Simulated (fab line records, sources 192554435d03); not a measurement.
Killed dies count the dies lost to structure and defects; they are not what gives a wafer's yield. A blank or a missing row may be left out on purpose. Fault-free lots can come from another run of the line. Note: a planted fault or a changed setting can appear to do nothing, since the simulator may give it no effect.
2 desks, one fault -- flow n5Finfet -- each desk holds nothing but its own numbers, with what lay behind them at the end

## DESK OF THE TOOL OWNER: pecvd-02
The tool's own readings at N5_BEOL_M5_PECVD_70 (deposits SiO2 from TEOS/O2, target thk 16 nm, time 18 s): means of the sampled wafers that have a number, for each lot that ran on this tool. The brackets show how far a lot's mean lies from the usual mean; more than 4 standard deviations puts the lot out of limits, marked OUT.
Columns: A = heaterPowerW at N5_BEOL_M5_PECVD_70, usual 684 W; B = rfFwdPowerW at N5_BEOL_M5_PECVD_70, usual 443.8 W; C = showerheadPlenumPTorr at N5_BEOL_M5_PECVD_70, usual 8.80 Torr; D = susceptorTempC at N5_BEOL_M5_PECVD_70, usual 399.99 C; E = throttleValvePct at N5_BEOL_M5_PECVD_70, usual 23.1 %
lot,first seen here,A,B,C,D,E
L379,day 7 23:45,672,441.2,8.76,400.16,23.3
L380,day 8 12:21,659,441.1,8.79,399.78,24.0
L388,day 11 01:16,647,443.6,8.77,399.93,23.3
L389,day 11 01:31,642,443.9,8.78,399.93,21.9
L391,day 11 05:48,694,441.0,8.77,399.87,23.7
L397,day 13 00:52,670,441.8,8.78,407.49 (+36) OUT,24.2
L398,day 13 02:46,720,440.8,8.79,407.18 (+34) OUT,24.2
Finding of this desk: L397, L398 out of limits; the first was L397 at day 13 00:52, on susceptorTempC at N5_BEOL_M5_PECVD_70. L379, L380, L388, L389, L391: within limits.

## THE METROLOGY DESK
What the gauges read for every lot (on any tool): the sampled wafers with a number, averaged. The brackets show how far a lot's mean lies from the usual mean; more than 4 standard deviations puts the lot out of limits, marked OUT.
Columns: A = M4_RS at N5_BEOL_M4_RS_MEAS_58, usual 0.68 ohm/sq
lot,first seen here,A
L379,day 7 22:07,0.70
L380,day 8 10:44,0.67
L382,day 9 07:31,0.70
L383,day 9 10:10,0.68
L384,day 10 02:20,0.67
L387,day 10 14:56,0.67
L388,day 10 23:10,0.66
L389,day 10 23:52,0.70
L391,day 11 04:11,0.65
L394,day 11 23:40,0.65
L397,day 12 21:47,0.70
L398,day 13 01:08,0.66
This desk's verdict: no lot among the 12 shows anything out of limits.

## ALL TOGETHER
An alarm could have come from the tool owner's desk at day 13 00:52, on L397, L398.
From the metrology desk's view, nothing was out of limits.
The metrology desk holds a record of L397, L398, inside its limits.
N5_BEOL_M5_PECVD_70 was run on pecvd-02 by each of the lots named.

## WHAT THE SIMULATOR HAD PUT IN
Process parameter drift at N5_BEOL_M5_PECVD_70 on pecvd-02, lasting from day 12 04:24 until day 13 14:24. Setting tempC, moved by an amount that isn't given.
Struck lots among those shown: L397, L398.
How many hours passed from the start of the fault until each desk's first out-of-limits reading: the tool owner's desk, 20.
